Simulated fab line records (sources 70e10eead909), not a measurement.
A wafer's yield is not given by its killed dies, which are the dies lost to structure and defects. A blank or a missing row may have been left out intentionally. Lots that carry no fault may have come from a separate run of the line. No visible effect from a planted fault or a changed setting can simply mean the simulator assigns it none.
fab line records ; flow nandHarc
record: lots: 14; wafers: 42; lastDay: 23
route steps=1159 shown A_WL_FILL@815 A_BONDPAD@1079 THIN_TSV@1136 END@1159
lots that met no fault: from a run of the same line without faults
startH: the number of hours between the record's first day and the start of the first shown wafer of the lot ; waitH: hours elapsed since this lot's preceding step ; " as in the row above ; L1.1+2: several wafers, shown together as one row ; - no value present, or no start provided ; * or withheld: withheld ; < > ~ a bound
route shown NAME@n: names a module that has steps shown in the file, with the first one's number in the route ; usual: mean/standard deviation of fault-free wafers ; same: alike in all rows ; chamber/n: place in a boat ; sites: each site's reading ; _std_site: the values' standard deviation ; _edge_site: mean of outer sites minus mean of inner sites ; radiusMm: how far each site lies from the wafer's centre ; mask NAME#n: copy n ; behind: the tool/chamber that last shaped the wafer ; hold: what put the lot on hold/how long, in hours/how the hold closed ; device: which transistor (n, p or np) failed to switch ; end of line: the route-end tests of the same wafers ; a step given without rows: its recipe and nothing more ; killed: not the wafer's yield, but the dies lost to structure and defects at the first sort ; map: a wafer's dies, marking killed ones x, the rest . and places with no die _
set.NAME: setting as actually run; set.NAME@STEP: the setting as run at that earlier step ; model.NAME: the simulator's own value behind a step, which no gauge read
route steps across a sampled set of lots; one table per step, one row per wafer
services: a tool's chamber out of use, with start hour (startH, from the record's first day; less than 0 if before it), hours out, and reason
== steps ==
step: NHARC_A_WL_FILL_ETCHBACK_05
recipe: targetDepthA: 220; timeS: 60; tempC: 40; chemistry: Cl2/BCl3
usual: drypumpMotorCurrentA: 5.5/0.38; oesProductAu: 0.995/0.011; tempC: 40.00/0.11
lot.wafer;tool;chamber;startH;waitH;drypumpMotorCurrentA;oesProductAu;rfHoursCounterH;tempC
L545.2;rieMetal-02;0;337.97;0.2;4.9;0.980;3.5;39.99
L545.4;rieMetal-02;1;337.97;0.2;5.6;1.015;-;40.01
L545.3;rieMetal-02;0;337.97;0.2;4.9;0.984;-;39.95
L544.1;rieMetal-03;1;340.76;0.2;5.2;0.992;1.9;40.05
L544.4;rieMetal-03;1;340.76;0.2;5.2;0.992;-;40.08
L544.5;rieMetal-03;1;340.76;0.2;5.2;0.982;-;39.97
L546.2;rieMetal-01;1;346.58;0.2;6.0;0.999;0.1;39.99
L546.1;rieMetal-01;0;346.58;0.2;5.5;0.997;0.1;40.00
L546.6;rieMetal-01;1;346.58;0.2;6.0;0.988;-;40.20
L547.1;rieMetal-01;0;347.92;0.2;5.5;1.007;0.4;40.00
L547.4;rieMetal-01;1;347.92;0.2;6.0;0.986;-;40.16
L547.5;rieMetal-01;1;347.92;0.2;6.0;0.993;-;40.21
L548.3;rieMetal-01;0;361.60;0.1;5.5;1.006;-;39.96
L548.5;rieMetal-01;0;361.60;0.1;5.5;0.988;-;39.86
L548.6;rieMetal-01;1;361.60;0.1;6.0;0.989;-;39.99
L550.2;rieMetal-01;1;370.56;0.2;6.0;0.999;0.9;39.97
L550.3;rieMetal-01;1;370.56;0.2;6.0;0.993;-;39.77
L550.4;rieMetal-01;0;370.56;0.2;5.5;0.984;-;40.02
L549.1;rieMetal-02;0;371.29;0.2;4.9;1.001;4.3;40.06
L549.2;rieMetal-02;1;371.29;0.2;5.6;1.031;4.8;39.71
L549.5;rieMetal-02;1;371.29;0.2;5.6;1.036;-;39.84
L552.2;rieMetal-01;1;383.78;0.2;6.0;0.998;1.4;39.96
L552.6;rieMetal-01;1;383.78;0.2;6.0;1.001;-;39.91
L552.5;rieMetal-01;0;383.78;0.2;5.5;0.989;-;40.20
L551.2;rieMetal-03;1;386.65;0.2;5.2;0.997;3.0;39.70
L551.4;rieMetal-03;1;386.65;0.2;5.2;0.999;-;39.89
L551.5;rieMetal-03;0;386.65;0.2;5.7;0.991;-;39.82
L554.1;rieMetal-01;1;395.86;0.2;6.0;0.996;2.0;40.01
L554.2;rieMetal-01;0;395.86;0.2;5.5;0.994;2.0;39.96
L554.4;rieMetal-01;0;395.86;0.2;5.5;1.005;-;39.89
L553.2;rieMetal-02;0;399.25;0.2;4.9;1.007;0.1;39.74
L553.3;rieMetal-02;0;399.25;0.2;4.9;0.994;-;39.77
L553.4;rieMetal-02;1;399.25;0.2;5.6;0.991;-;40.09
L556.1;rieMetal-01;0;412.92;0.2;5.5;0.995;2.3;40.04
L556.3;rieMetal-01;1;412.92;0.2;6.0;1.004;-;40.10
L556.6;rieMetal-01;1;412.92;0.2;6.0;1.007;-;39.89
L561.2;rieMetal-01;1;428.65;0.2;6.0;0.996;2.6;39.82
L561.4;rieMetal-01;0;428.65;0.2;5.5;0.990;-;39.91
L561.5;rieMetal-01;0;428.65;0.2;5.5;0.994;-;40.10
L564.1;rieMetal-01;0;453.73;0.2;5.5;0.982;3.6;39.84
L564.3;rieMetal-01;1;453.73;0.2;6.0;0.990;-;39.81
L564.5;rieMetal-01;0;453.73;0.2;5.5;0.974;-;39.85
step: NHARC_A_BONDPAD_STRIP_15
recipe: o2FlowSccm: 500; arFlowSccm: 0; biasW: 0; chemistry: O2
usual: drypumpMotorCurrentA: 5.6/0.51; o2FlowSccm: 500.0/1.5; oesProductAu: 0.995/0.013; rfVppV: 57.8/0.91; showerheadPlenumPTorr: 3.52/0.13; throttleValvePct: 17.036/0.0095
lot.wafer;tool;chamber;startH;waitH;drypumpMotorCurrentA;o2FlowSccm;oesProductAu;rfHoursCounterH;rfVppV;showerheadPlenumPTorr;throttleValvePct
L545.3;rieDiel-08;2;410.51;0.1;5.4;500.9;1.004;19;57.3;3.31;17.038
L545.4;rieDiel-08;3;410.51;0.1;6.0;501.9;0.986;19;57.6;3.44;17.025
L545.2;rieDiel-08;1;410.51;0.1;5.9;502.1;0.999;20;58.0;3.66;17.029
L544.4;rieDiel-11;0;412.52;0.1;5.5;501.0;1.003;13;58.3;3.68;17.048
L544.1;rieDiel-11;1;412.52;0.1;5.8;501.8;0.988;12;56.1;3.43;17.046
L544.5;rieDiel-11;3;412.52;0.1;5.8;501.6;0.985;-;59.6;3.63;17.037
L547.1;rieDiel-11;1;417.80;0.1;5.8;499.8;0.968;13;56.4;3.43;17.042
L547.4;rieDiel-11;3;417.80;0.1;5.8;502.9;0.980;14;58.8;3.63;17.046
L547.5;rieDiel-11;2;417.80;0.1;5.6;501.2;1.010;-;58.1;3.39;17.033
L546.1;rieDiel-08;0;418.20;0.1;5.6;501.5;1.007;21;56.0;3.45;17.039
L546.2;rieDiel-08;1;418.20;0.1;5.9;499.7;0.998;21;57.9;3.66;17.033
L546.6;rieDiel-08;0;418.20;0.1;5.6;498.2;1.007;-;57.8;3.46;17.041
L548.3;rieDiel-06;2;432.37;0.1;5.0;496.7;0.993;0;57.3;3.55;17.010
L548.5;rieDiel-06;1;432.37;0.1;6.1;501.4;1.010;-;56.1;3.30;17.036
L548.6;rieDiel-06;2;432.37;0.1;5.0;498.7;0.986;-;59.6;3.55;17.017
L550.3;rieDiel-06;3;443.53;0.1;6.3;499.4;1.000;1;56.9;3.53;17.036
L550.4;rieDiel-06;0;443.53;0.1;5.0;499.4;0.995;1;58.4;3.70;17.037
L550.2;rieDiel-06;1;443.53;0.1;6.1;499.5;1.020;1;56.7;3.30;17.042
L549.2;rieDiel-06;0;453.32;0.1;5.0;501.3;1.005;1;58.0;3.70;17.022
L549.1;rieDiel-06;2;453.32;0.1;5.0;500.8;0.993;1;57.2;3.55;17.032
L549.5;rieDiel-06;0;453.32;0.1;5.0;500.5;0.986;-;58.2;3.70;17.031
L552.2;rieDiel-06;1;453.70;0.1;6.1;499.0;1.016;1;55.8;3.30;17.039
L552.5;rieDiel-06;1;453.70;0.1;6.1;498.4;1.017;-;58.0;3.30;17.043
L552.6;rieDiel-06;2;453.70;0.1;5.0;498.5;0.970;-;56.7;3.55;17.039
L551.2;rieDiel-06;0;455.03;0.1;5.0;498.9;0.989;1;58.9;3.70;17.020
L551.4;rieDiel-06;1;455.03;0.1;6.1;500.2;1.019;1;57.7;3.30;17.033
L551.5;rieDiel-06;0;455.03;0.1;5.0;496.6;0.978;-;56.8;3.70;17.033
L554.2;rieDiel-08;3;461.57;0.1;6.0;497.5;0.985;23;58.5;3.43;17.038
L554.1;rieDiel-08;0;461.57;0.1;5.6;501.2;0.994;34;57.8;3.45;17.045
L554.4;rieDiel-08;0;461.57;0.1;5.6;500.8;0.996;-;58.0;3.45;17.022
L553.4;rieDiel-06;0;465.22;0.1;5.0;499.8;0.993;2;57.1;3.70;17.044
L553.3;rieDiel-06;2;465.22;0.1;5.0;500.1;0.994;2;56.5;3.55;17.030
L553.2;rieDiel-06;3;465.22;0.1;6.3;499.6;0.991;2;58.3;3.53;17.033
L556.1;rieDiel-06;3;480.41;0.1;6.3;497.2;0.994;2;57.9;3.53;17.033
L556.3;rieDiel-06;0;480.41;0.1;5.0;502.1;0.991;2;57.6;3.70;17.034
L556.6;rieDiel-06;3;480.41;0.1;6.3;498.0;0.990;-;57.9;3.53;17.060
L561.4;rieDiel-06;3;515.18;0.1;6.3;499.1;0.989;4;57.6;3.53;17.053
L561.2;rieDiel-06;1;515.18;0.1;6.1;497.9;1.008;4;57.0;3.30;17.030
L561.5;rieDiel-06;0;515.18;0.1;5.0;501.0;1.001;-;59.0;3.70;17.046
L564.1;rieDiel-06;0;520.50;0.2;5.0;501.2;1.001;4;57.9;3.70;17.028
L564.3;rieDiel-06;2;520.50;0.2;5.0;499.5;0.981;4;57.9;3.55;17.037
L564.5;rieDiel-06;3;520.50;0.2;6.2;501.2;0.987;-;58.2;3.53;17.039
step: NHARC_THIN_TSV_DEGAS_53
recipe: tempC: 300; timeS: 60
usual: heaterPowerW: 468/33
lot.wafer;tool;chamber;startH;waitH;heaterPowerW
L545.2;pvdSputter-03;-;437.79;0.1;436
L545.4;pvdSputter-03;-;437.79;0.1;491
L545.3;pvdSputter-03;-;437.79;0.1;479
L546.1;pvdSputter-02;-;438.52;0.1;477
L546.2;pvdSputter-02;-;438.52;0.1;427
L546.6;pvdSputter-02;-;438.52;0.1;478
L544.1;pvdSputter-01;-;439.67;0.1;450
L544.4;pvdSputter-01;-;439.67;0.1;501
L544.5;pvdSputter-01;-;439.67;0.1;478
L547.4;pvdSputter-01;-;441.07;0.1;476
L547.1;pvdSputter-01;-;441.07;0.1;503
L547.5;pvdSputter-01;-;441.07;0.1;466
L548.3;pvdSputter-03;-;453.20;0.1;497
L548.5;pvdSputter-03;-;453.20;0.1;455
L548.6;pvdSputter-03;-;453.20;0.1;489
L550.4;pvdSputter-02;-;465.56;0.1;488
L550.3;pvdSputter-02;-;465.56;0.1;524
L550.2;pvdSputter-02;-;465.56;0.1;488
L552.2;pvdSputter-02;-;473.42;0.1;519
L552.5;pvdSputter-02;-;473.42;0.1;514
L552.6;pvdSputter-02;-;473.42;0.1;483
L549.1;pvdSputter-03;-;474.97;0.1;421
L549.2;pvdSputter-03;-;474.97;0.1;494
L549.5;pvdSputter-03;-;474.97;0.1;420
L551.4;pvdSputter-03;-;476.48;0.1;420
L551.2;pvdSputter-03;-;476.48;0.1;468
L551.5;pvdSputter-03;-;476.48;0.1;423
L554.2;pvdSputter-02;-;482.00;0.1;413
L554.1;pvdSputter-02;-;482.00;0.1;484
L554.4;pvdSputter-02;-;482.00;0.1;506
L553.4;pvdSputter-02;-;482.71;0.1;517
L553.2;pvdSputter-02;-;482.71;0.1;471
L553.3;pvdSputter-02;-;482.71;0.1;411
L556.3;pvdSputter-03;-;500.15;0.1;433
L556.1;pvdSputter-03;-;500.15;0.1;416
L556.6;pvdSputter-03;-;500.15;0.1;430
L561.2;pvdSputter-01;-;532.33;0.1;473
L561.4;pvdSputter-01;-;532.33;0.1;468
L561.5;pvdSputter-01;-;532.33;0.1;497
L564.3;pvdSputter-03;-;541.12;0.1;493
L564.1;pvdSputter-03;-;541.12;0.1;471
L564.5;pvdSputter-03;-;541.12;0.1;431
step: NHARC_END_SORT_01
recipe: tempC: 25
usual: killedAtArray: 27/9.9; killedAtOther: 0.5/0.76; killedAtPeriphery: 3.4/2.2; killedDies: 31/10; killedOpen: 3.3/2; killedShort: 2.0/1.5
same: grossDies: 677
lot.wafer;tool;chamber;startH;waitH;killedAtArray;killedAtOther;killedAtPeriphery;killedDies;killedOpen;killedShort
L561.2;prober-01;0;542.27;2.8;33;0;2;35;3;2
L561.4;prober-01;0;543.87;3.4;100;0;0;100;1;1
L561.5;prober-01;0;544.67;3.7;110;0;0;110;3;0
L564.1;prober-01;0;550.27;2.5;90;1;6;97;5;1
L564.3;prober-01;0;551.88;3.1;16;0;2;18;3;1
L564.5;prober-01;0;553.49;3.7;90;2;6;98;7;1
killed by level:class
L561.2 A_CHANNEL_HOLE_D1:chamberFilmFlake=24 A_STAIRCASE:chamberFilmFlake=3 P_GATE:geometricParticle:open=1 A_CHANNEL_FILL_D1:geometricParticle:short=1 A_WL_FILL:geometricParticle:short=1 A_WL_FILL:geometricParticle:open=1 A_CONTACT:geometricParticle:open=1 P_GATE:chamberFilmFlake=1
L561.4 A_WL_FILL:unspecified=75 A_CHANNEL_HOLE_D1:chamberFilmFlake=19 A_STAIRCASE:chamberFilmFlake=2 A_CHANNEL_FILL_D1:geometricParticle:open=1 A_WL_FILL:geometricParticle:short=1 A_SGD_CUT:chamberFilmFlake=1 A_SLIT:chamberFilmFlake=1
L561.5 A_WL_FILL:unspecified=79 A_CHANNEL_HOLE_D1:chamberFilmFlake=20 A_CONTACT:chamberFilmFlake=4 A_STAIRCASE:chamberFilmFlake=3 A_CHANNEL_HOLE_D1:geometricParticle:open=1 A_SGD_CUT:geometricParticle:open=1 A_CONTACT:geometricParticle:open=1 A_SGD_CUT:chamberFilmFlake=1
L564.1 A_WL_FILL:unspecified=75 A_CHANNEL_HOLE_D1:chamberFilmFlake=6 P_M0:geometricParticle:open=2 A_STAIRCASE:chamberFilmFlake=2 A_CONTACT:chamberFilmFlake=2 A_M1:chamberFilmFlake=2 P_GATE:geometricParticle:short=1 P_GATE:geometricParticle:open=1
L564.3 A_CHANNEL_HOLE_D1:chamberFilmFlake=7 A_M1:chamberFilmFlake=3 P_CONTACT:geometricParticle:short=1 A_SOURCE_PLATE:geometricParticle:open=1 A_ONON_D1:geometricParticle:open=1 A_M1:geometricParticle:open=1 P_BONDPAD:chamberFilmFlake=1 A_STAIRCASE:chamberFilmFlake=1
L564.5 A_WL_FILL:unspecified=79 A_CONTACT:chamberFilmFlake=4 P_CONTACT:geometricParticle:open=3 A_CHANNEL_HOLE_D1:chamberFilmFlake=3 THIN_TSV:chamberFilmFlake=2 P_STI:geometricParticle:open=1 P_CONTACT:geometricParticle:short=1 P_M0:geometricParticle:open=1
== services ==
tool;chamber;startH;hours;kind
rieMetal-01;-;332.00;9.0;pm
pvdSputter-01;-;336.20;10.0;pm
pvdSputter-02;-;341.50;0.7;repair
pvdSputter-02;-;347.63;0.6;repair
rieDiel-08;3;359.70;1.3;repair
rieMetal-02;-;366.14;0.6;repair
rieDiel-11;-;366.50;9.0;pm
rieMetal-02;-;367.54;0.2;repair
rieDiel-06;3;368.17;9.8;repair
rieMetal-02;-;388.00;9.0;pm
pvdSputter-03;-;390.14;4.9;repair
pvdSputter-02;-;392.07;10.0;pm
pvdSputter-01;-;401.66;1.2;repair
rieDiel-06;-;418.20;9.0;pm
rieDiel-08;1;437.38;8.4;repair
pvdSputter-03;-;458.00;10.0;pm
rieDiel-08;2;461.42;1.3;repair
rieDiel-08;-;478.80;9.0;pm
rieMetal-01;-;509.00;9.0;pm
rieDiel-08;0;511.99;9.8;repair
pvdSputter-01;-;514.20;10.0;pm
rieDiel-06;0;527.69;8.8;repair
rieMetal-01;0;528.07;3.5;repair
rieMetal-02;0;535.26;1.5;repair
== key ==
firstSign: step: NHARC_END_SORT_01; reading: killedAtArray; direction: up; sigmas: 7.1; usual: 27; struck: 98
effect: step: NHARC_END_SORT_01; reading: killedDies; direction: up; sigmas: 7; usual: 31; struck: 101
moreKillsBornAt: NHARC_A_WL_FILL_ETCHBACK_05@rieMetal-01: 308
metAt NHARC_A_WL_FILL_ETCHBACK_05
struckLots L561,L564
struckWafers L561.4,L561.5,L564.1,L564.5
testerLeftOut L561,L564
notActingAt NHARC_A_BONDPAD_STRIP_15,NHARC_THIN_TSV_DEGAS_53
onsetBetween 412.92 428.65
fault: kind: chamberParticleSource; tool: rieMetal-01; chamber: 0; onsetH: 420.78; steps: NHARC_A_WL_FILL_ETCHBACK_05; ratePerVisitCm2: 0.69247; endH: 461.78
testerLeftOut: of these lots the tester's yield and bins aren't shown, on N5 and GAA mostly nor the transistor test; their killed dies are dies lost to structure and defects alone, not to doping, threshold or leakage, so they don't give the yield
